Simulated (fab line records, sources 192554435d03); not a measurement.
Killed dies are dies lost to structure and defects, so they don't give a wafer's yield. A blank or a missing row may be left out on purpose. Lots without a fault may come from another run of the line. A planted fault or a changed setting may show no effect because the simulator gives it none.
Split-lot experiment | flow n5_finfet | 7 lots, 39 wafers read, on a route of 1938 steps

THE SPLIT
At N5_FIN_SAQP_SPACER1_ALD_24 (deposits SiO2, target thk 20.3 nm, pulse time 1 s, purge time 2 s), the setting ald_cycles was moved away from the recipe's 218 on 12 of the 39 wafers read, by -13.3% to +4.6%. The other wafers ran this setting at the recipe's value.

FROM THE SPLIT TO THE READING: what the file shows between them, 2 steps
- N5_FIN_SAQP_SPACER1_ETCHBACK_25: etches SiO2 in CHF3/O2, target depth 24.4 nm, time 12.2 s
- N5_FIN_SAQP_MANDREL1_REMOVE_56: chemistry HBr/Cl2/O2, target a-Si, stops on SiNx, bt time 10 s

THE READING
cd_nm, in nm, at N5_FIN_SAQP_CD_MEAS_27 (target cd 20 nm). Fault-free wafers of this fab line usually give 20.29 nm, standard deviation 0.23 nm.

wafer  | tool, chamber at the split | ald_cycles as run | against the recipe | cd_nm, nm | against lot-mates on the recipe
L075.1 | ald_sin-02, 3,0            | 218               | recipe             | 19.91     | -
L075.2 | ald_sin-02, 1,0            | 207               | -5.0%              | 18.89     | -1.40
L075.3 | ald_sin-02, 2              | 207               | -5.0%              | 19.70     | -0.59
L075.4 | ald_sin-02, 3,0            | 218               | recipe             | 20.51     | -
L075.5 | ald_sin-02, 1              | 218               | recipe             | 20.45     | -
L075.6 | ald_sin-02, 1,0            | 207               | -5.0%              | 19.22     | -1.07
L078.1 | ald_sin-02, 1,2            | 218               | recipe             | 20.15     | -
L078.2 | ald_sin-02, 1,2            | 218               | recipe             | 20.37     | -
L078.3 | ald_sin-02, 0,1,2          | 189               | -13.3%             | 17.48     | -2.73
L078.4 | ald_sin-02, 0,1,2          | 189               | -13.3%             | 17.84     | -2.37
L078.5 | ald_sin-02, 0,1,2          | 189               | -13.3%             | 17.60     | -2.61
L078.6 | ald_sin-02, 0              | 218               | recipe             | 20.10     | -
L082.2 | ald_sin-04, 3,0            | 218               | recipe             | 20.06     | -
L082.5 | ald_sin-04, 3,0            | 218               | recipe             | 20.01     | -
L082.6 | ald_sin-04, 1              | 218               | recipe             | 20.16     | -
L083.1 | ald_sin-03, 2,3            | 218               | recipe             | 20.76     | -
L083.2 | ald_sin-03, 1              | 196               | -10.1%             | 18.40     | -1.99
L083.3 | ald_sin-03, 2,3            | 218               | recipe             | 20.09     | -
L083.4 | ald_sin-03, 0              | 196               | -10.1%             | 18.29     | -2.10
L083.5 | ald_sin-03, 0              | 196               | -10.1%             | 18.24     | -2.15
L083.6 | ald_sin-03, 1              | 218               | recipe             | 20.31     | -
L090.1 | ald_sin-03, 0,1            | 218               | recipe             | 20.46     | -
L090.2 | ald_sin-03, 2,3,3,2        | 218               | recipe             | 20.13     | -
L090.3 | ald_sin-03, 0,1            | 218               | recipe             | 20.24     | -
L090.4 | ald_sin-03, 2,3,3,2        | 218               | recipe             | 20.62     | -
L090.5 | ald_sin-03, 2,3,3,2        | 218               | recipe             | 20.31     | -
L090.6 | ald_sin-03, 2,3,3,2        | 218               | recipe             | 20.38     | -
L092.1 | ald_sin-03, 0,1,2,1,0      | 218               | recipe             | 20.32     | -
L092.2 | ald_sin-03, 3              | 218               | recipe             | 20.63     | -
L092.3 | ald_sin-03, 0,1,2,1,0      | 218               | recipe             | 20.10     | -
L092.4 | ald_sin-03, 0,1,2,1,0      | 218               | recipe             | 20.55     | -
L092.5 | ald_sin-03, 0,1,2,1,0      | 218               | recipe             | 20.54     | -
L092.6 | ald_sin-03, 0,1,2,1,0      | 218               | recipe             | 20.41     | -
L094.1 | ald_sin-02, 2              | 228               | +4.6%              | 21.72     | +1.47
L094.2 | ald_sin-02, 1,0            | 218               | recipe             | 20.22     | -
L094.3 | ald_sin-02, 3              | 218               | recipe             | 20.25     | -
L094.4 | ald_sin-02, 1,0            | 218               | recipe             | 20.29     | -
L094.5 | ald_sin-02, 3,0            | 228               | +4.6%              | 21.44     | +1.19
L094.6 | ald_sin-02, 3,0            | 228               | +4.6%              | 20.99     | +0.74
Where a row lists several chambers, the file gives one row for several wafers and doesn't say which wafer went through which chamber.

THE FIT
A straight line over all 39 wafers: cd_nm changes by +0.204 nm for each +1% of ald_cycles; r = +0.97; the points scatter about the line by 0.23 nm.
The same after taking each lot's own level away (the mean of its wafers on the recipe; 39 wafers): +0.203 nm for each +1%; r = +0.98; scatter 0.21 nm.
On that fit, the largest move of ald_cycles shifts the reading by 2.7 nm.
The lots' own levels span 20.077 to 20.425 nm, that is 1.5 times the standard deviation above.
So the lot-to-lot level changes the slope little: the two slopes agree.
Check: with one of the wafers moved furthest among these (-13.3%) left out of the fit, the line predicts -2.66 nm for it against its lot-mates. It came out at -2.73 nm against them.

THE WHOLE CHAIN: every reading that the file lists as answering this split, in the file's order
step                           | what it does                                                      | reading                                                                                 | change (the file's fit)               | r (the file's)
N5_FIN_SAQP_SPACER1_ALD_24     | deposits SiO2, target thk 20.3 nm, pulse time 1 s, purge time 2 s | SiO2_of_FIN_SAQP_SPACER1_ALD_24.thk_nm (the simulator's own value, which no gauge read) | +0.211 nm for each +1% of the setting | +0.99
N5_FIN_SAQP_MANDREL1_REMOVE_56 | chemistry HBr/Cl2/O2, target a-Si, stops on SiNx, bt time 10 s    | FIN_SAQP.cd_nm (the simulator's own value, which no gauge read)                         | +0.205 nm for each +1% of the setting | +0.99
N5_FIN_SAQP_CD_MEAS_27         | target cd 20 nm                                                   | cd_nm                                                                                   | +0.201 nm for each +1% of the setting | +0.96

THE FILE'S OWN FIT
cd_nm changes by +0.201 nm for each +1% of ald_cycles, r = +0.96.
